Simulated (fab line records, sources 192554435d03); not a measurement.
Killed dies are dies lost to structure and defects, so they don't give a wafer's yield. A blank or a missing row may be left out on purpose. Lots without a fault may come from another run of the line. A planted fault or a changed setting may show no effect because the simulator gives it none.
Which tool did it? | flow n5_finfet | 9 lots, 27 wafers sampled, at 5 steps of a route of 1938

WHAT THE GAUGES READ, wafer by wafer
N5_BEOL_M1_OCD_MEAS_38. Usual: trench_depth_nm 55.0 nm, standard deviation 1.
lot  | measured     | on     | trench_depth_nm (nm) | flag
L424 | day 7 01:05  | ocd-01 | 56.4 56.2 55.8       |
L425 | day 7 11:49  | ocd-01 | 55.7 54.0 54.2       |
L426 | day 7 15:55  | ocd-01 | 55.7 55.7 54.5       |
L429 | day 8 13:09  | ocd-02 | 55.2 55.3 54.9       |
L438 | day 10 14:47 | ocd-02 | 53.8 54.4 53.1       |
L440 | day 10 21:22 | ocd-01 | 54.9 53.7 54.9       |
L441 | day 11 02:53 | ocd-01 | 56.1 54.9 54.8       |
L442 | day 11 10:14 | ocd-02 | 55.3 55.2 53.6       |
L444 | day 11 21:41 | ocd-02 | 53.8 54.8 54.9       |

N5_BEOL_M4_RC_MEAS_101. Usual: DIBL_N 37.2 mV/V, standard deviation 1.8; DIBL_P 37.5 mV/V, standard deviation 2.5; IOFF_N 0.17 nA/um, standard deviation 0.038; IOFF_P 0.24 nA/um, standard deviation 0.046; ION_N 681 uA/um, standard deviation 13; ION_P 469 uA/um, standard deviation 8.5; SS_N 71.7 mV/dec, standard deviation 0.6; SS_P 73.6 mV/dec, standard deviation 0.69; VT_N 249 mV, standard deviation 3.4; VT_P -248 mV, standard deviation 3.6.
lot  | measured     | on        | DIBL_N (mV/V)  | DIBL_P (mV/V)  | IOFF_N (nA/um) | IOFF_P (nA/um) | ION_N (uA/um) | ION_P (uA/um) | SS_N (mV/dec)  | SS_P (mV/dec)  | VT_N (mV)   | VT_P (mV)      | flag
L424 | day 8 15:36  | prober-01 | 39.9 36.9 38.6 | 42.1 37.2 39.4 | 0.24 0.15 0.19 | 0.28 0.19 0.21 | 695 686 673   | 472 467 454   | 71.9 71.3 71.7 | 73.5 72.6 73.9 | 246 251 249 | -249 -255 -253 |
L425 | day 8 21:31  | prober-02 | 36.7 37.9 40.3 | 36.6 37.4 40.6 | 0.16 0.17 0.22 | 0.24 0.26 0.33 | 676 683 685   | 470 478 479   | 72.1 71.4 73.2 | 73.6 73.4 75.0 | 251 247 244 | -246 -243 -242 |
L426 | day 9 13:37  | prober-01 | 40.1 33.7 38.3 | 41.0 32.9 39.5 | 0.24 0.11 0.22 | 0.39 0.21 0.36 | 707 665 692   | 491 469 489   | 72.4 70.6 72.0 | 75.2 73.3 73.8 | 242 255 244 | -239 -247 -239 |
L429 | day 9 19:54  | prober-02 | 37.2 35.4 34.3 | 37.6 34.7 33.6 | 0.18 0.14 0.12 | 0.25 0.20 0.18 | 678 667 666   | 470 464 461   | 72.1 71.1 70.8 | 73.8 73.0 72.5 | 247 252 252 | -246 -251 -249 |
L438 | day 12 05:27 | prober-01 | 34.8 34.9 36.9 | 36.4 35.9 38.6 | 0.14 0.14 0.18 | 0.19 0.19 0.25 | 661 652 671   | 455 452 465   | 71.1 71.2 71.7 | 73.7 73.2 73.7 | 252 251 250 | -253 -251 -248 |
L440 | day 12 23:25 | prober-01 | 38.9 35.8 42.4 | 39.5 36.2 43.9 | 0.22 0.16 0.31 | 0.26 0.19 0.34 | 695 689 697   | 470 469 474   | 71.4 71.1 73.4 | 74.0 73.5 75.2 | 245 249 241 | -247 -251 -245 |
L441 | day 13 03:20 | prober-01 | 36.4 36.6 33.9 | 38.0 38.8 35.6 | 0.17 0.17 0.13 | 0.22 0.24 0.19 | 691 678 674   | 475 468 468   | 71.8 71.1 70.4 | 73.3 73.9 72.5 | 250 249 254 | -250 -247 -249 |
L442 | day 13 03:29 | prober-02 | 35.3 37.5 37.3 | 35.2 38.9 38.8 | 0.15 0.19 0.19 | 0.19 0.25 0.25 | 680 699 686   | 467 480 471   | 71.8 72.2 71.8 | 73.1 73.8 73.8 | 246 246 246 | -249 -248 -247 |
L444 | day 13 10:23 | prober-02 | 36.8 37.9 37.2 | 36.5 38.9 37.1 | 0.16 0.18 0.15 | 0.23 0.25 0.23 | 674 683 671   | 467 465 462   | 72.0 71.8 72.8 | 72.8 73.7 73.4 | 250 247 253 | -247 -248 -248 |

WHICH TOOL RAN EACH LOT (tool, then ch and the chambers of the sampled wafers, then the start)
lot  | N5_BEOL_M1_ETCH_70                 | N5_BEOL_M1_TRENCH_ETCH_37                     | N5_BEOL_M1_ETCH_41
L424 | rie_diel-04 ch 0,1,3, day 7 00:44  | rie_diel-04 ch 0,1,3, day 7 01:05 or earlier  | rie_diel-04 ch 0,1,3, day 7 01:05 or earlier
L425 | rie_diel-05 ch 1,3, day 7 11:28    | rie_diel-05 ch 1,3, day 7 11:49 or earlier    | rie_diel-05 ch 1,3, day 7 11:49 or earlier
L426 | rie_diel-05 ch 1,2,3, day 7 15:34  | rie_diel-05 ch 1,2,3, day 7 15:55 or earlier  | rie_diel-05 ch 1,2,3, day 7 15:55 or earlier
L429 | rie_diel-02 ch 0, day 8 12:38      | rie_diel-02 ch 0, day 8 13:09 or earlier      | rie_diel-02 ch 0, day 8 13:09 or earlier
L438 | rie_diel-02 ch 0,2, day 10 14:26   | rie_diel-02 ch 0,2, day 10 14:47 or earlier   | rie_diel-02 ch 0,2, day 10 14:47 or earlier
L440 | rie_diel-05 ch 0,1,3, day 10 21:01 | rie_diel-05 ch 0,1,3, day 10 21:22 or earlier | rie_diel-05 ch 0,1,3, day 10 21:22 or earlier
L441 | rie_diel-05 ch 0,2, day 11 02:31   | rie_diel-05 ch 0,2, day 11 02:53 or earlier   | rie_diel-05 ch 0,2, day 11 02:53 or earlier
L442 | rie_diel-05 ch 1,2,3, day 11 09:53 | rie_diel-05 ch 1,2,3, day 11 10:14 or earlier | rie_diel-05 ch 1,2,3, day 11 10:14 or earlier
L444 | rie_diel-05 ch 0,1,3, day 11 21:20 | rie_diel-05 ch 0,1,3, day 11 21:41 or earlier | rie_diel-05 ch 0,1,3, day 11 21:41 or earlier
- N5_BEOL_M1_ETCH_70: etches SOC in N2/H2, target depth 80 nm, overetch 16 nm, time 120 s.
- N5_BEOL_M1_TRENCH_ETCH_37: etches SiOC in C4F6/O2, target depth 55.207 nm, time 29 s.
- N5_BEOL_M1_ETCH_41: etches SiCN in CH3F/O2, target depth 31.9 nm, time 57.8 s.

WHAT THE TOOLS THEMSELVES READ (means of the sampled wafers that have a number; where no wafer has one, the mark that the record gives instead)
N5_BEOL_M1_ETCH_70. Usual: drypump_motor_current_A 5.7 A, standard deviation 0.42; oes_product_au 0.60 a.u., standard deviation 0.056; rf_fwd_power_W 835.2 W, standard deviation 2.5; rf_vpp_V 524.2 V, standard deviation 2.1; showerhead_plenum_p_Torr 2.55 Torr, standard deviation 0.064; throttle_valve_pct 18.0 %, standard deviation 0.31.
lot  | tool        | drypump_motor_current_A (A) | oes_product_au (a.u.) | rf_fwd_power_W (W) | rf_vpp_V (V) | showerhead_plenum_p_Torr (Torr) | throttle_valve_pct (%) | flag
L424 | rie_diel-04 | 5.7                         | 0.67                  | 833.9              | 522.8        | 2.54                            | 17.8                   |
L425 | rie_diel-05 | 5.8                         | 0.61                  | 704.2              | 558.2        | 2.59                            | 18.0                   | OFF
L426 | rie_diel-05 | 5.8                         | 0.62                  | 767.9              | 541.8        | 2.56                            | 17.9                   | OFF
L429 | rie_diel-02 | 6.1                         | 0.52                  | 832.2              | 526.0        | 2.59                            | 18.0                   |
L438 | rie_diel-02 | 5.9                         | 0.55                  | 834.0              | 524.0        | 2.56                            | 18.2                   |
L440 | rie_diel-05 | 5.5                         | 0.60                  | 833.9              | 524.5        | 2.55                            | 18.0                   |
L441 | rie_diel-05 | 5.6                         | 0.60                  | 835.9              | 524.8        | 2.55                            | 18.0                   |
L442 | rie_diel-05 | 5.8                         | 0.60                  | 837.6              | 525.3        | 2.55                            | 17.9                   |
L444 | rie_diel-05 | 5.6                         | 0.60                  | 834.7              | 523.3        | 2.55                            | 18.0                   |

N5_BEOL_M1_TRENCH_ETCH_37. Usual: C4F6_flow_sccm 10.002 sccm, standard deviation 0.028; drypump_motor_current_A 5.7 A, standard deviation 0.42; oes_product_au 0.79 a.u., standard deviation 0.078; rf_fwd_power_W 350.0 W, standard deviation 1.7; rf_vpp_V 663 V, standard deviation 13; showerhead_plenum_p_Torr 2.86 Torr, standard deviation 0.076; throttle_valve_pct 21.04 %, standard deviation 0.27.
lot  | tool        | C4F6_flow_sccm (sccm) | drypump_motor_current_A (A) | oes_product_au (a.u.) | rf_fwd_power_W (W) | rf_vpp_V (V) | showerhead_plenum_p_Torr (Torr) | throttle_valve_pct (%) | flag
L424 | rie_diel-04 | 9.999                 | 5.7                         | 0.87                  | 349.3              | 661          | 2.85                            | 20.74                  |
L425 | rie_diel-05 | 9.987                 | 5.8                         | 0.79                  | 351.8              | 675          | 2.92                            | 21.16                  |
L426 | rie_diel-05 | 9.983                 | 5.9                         | 0.81                  | 350.5              | 665          | 2.89                            | 21.04                  |
L429 | rie_diel-02 | 10.039                | 6.1                         | 0.68                  | 349.6              | 671          | 2.92                            | 21.22                  |
L438 | rie_diel-02 | 9.988                 | 6.0                         | 0.70                  | 347.0              | 674          | 2.87                            | 21.27                  |
L440 | rie_diel-05 | 10.010                | 5.6                         | 0.78                  | 351.4              | 664          | 2.88                            | 21.18                  |
L441 | rie_diel-05 | 10.023                | 5.6                         | 0.78                  | 348.1              | 645          | 2.87                            | 21.11                  |
L442 | rie_diel-05 | 10.025                | 5.8                         | 0.78                  | 351.2              | 665          | 2.88                            | 21.06                  |
L444 | rie_diel-05 | 9.993                 | 5.6                         | 0.78                  | 351.1              | 663          | 2.87                            | 21.20                  |

N5_BEOL_M1_ETCH_41. Usual: drypump_motor_current_A 5.7 A, standard deviation 0.42; oes_product_au 0.79 a.u., standard deviation 0.078; rf_fwd_power_W 391.3 W, standard deviation 1.5; rf_vpp_V 297.5 V, standard deviation 1.2; showerhead_plenum_p_Torr 2.01 Torr, standard deviation 0.055; throttle_valve_pct 16.47 %, standard deviation 0.27.
lot  | tool        | drypump_motor_current_A (A) | oes_product_au (a.u.) | rf_fwd_power_W (W) | rf_vpp_V (V) | showerhead_plenum_p_Torr (Torr) | throttle_valve_pct (%) | flag
L424 | rie_diel-04 | 5.7                         | 0.86                  | 391.2              | 297.7        | 2.00                            | 16.18                  |
L425 | rie_diel-05 | 5.8                         | 0.79                  | 392.4              | 298.4        | 2.06                            | 16.55                  |
L426 | rie_diel-05 | 5.9                         | 0.80                  | 392.5              | 297.5        | 2.03                            | 16.41                  |
L429 | rie_diel-02 | 6.1                         | 0.68                  | 390.4              | 298.7        | 2.06                            | 16.70                  |
L438 | rie_diel-02 | 6.0                         | 0.71                  | 389.4              | 298.1        | 2.02                            | 16.71                  |
L440 | rie_diel-05 | 5.5                         | 0.78                  | 393.0              | 297.2        | 2.02                            | 16.56                  |
L441 | rie_diel-05 | 5.6                         | 0.78                  | 390.8              | 298.1        | 2.02                            | 16.53                  |
L442 | rie_diel-05 | 5.9                         | 0.78                  | 392.2              | 297.1        | 2.02                            | 16.46                  |
L444 | rie_diel-05 | 5.5                         | 0.77                  | 392.6              | 297.7        | 2.02                            | 16.58                  |

THE ANSWER, worked out from the rows above alone
Rule: a lot is off if the mean of its wafers that have a number lies more than 3 standard deviations from the usual mean. A lot without any number at a reading at which 4 lots or more have one is off too. The other lots that the step has rows for count as sound. The gauges are gone through in route order, then the tools' own readings, and for those a lot's mean is taken as printed above. The first step at which some lot is off is used, and at that step the reading that is off furthest; a lot without a number counts as furthest.
Off: L425, L426, at N5_BEOL_M1_ETCH_70 (rf_fwd_power_W).
A tool fits if, at that step or a process step before it, it ran every lot that is off, and no sound lot after the first of them. None of those tried fits.

WHAT THE SIMULATOR HAD PUT IN
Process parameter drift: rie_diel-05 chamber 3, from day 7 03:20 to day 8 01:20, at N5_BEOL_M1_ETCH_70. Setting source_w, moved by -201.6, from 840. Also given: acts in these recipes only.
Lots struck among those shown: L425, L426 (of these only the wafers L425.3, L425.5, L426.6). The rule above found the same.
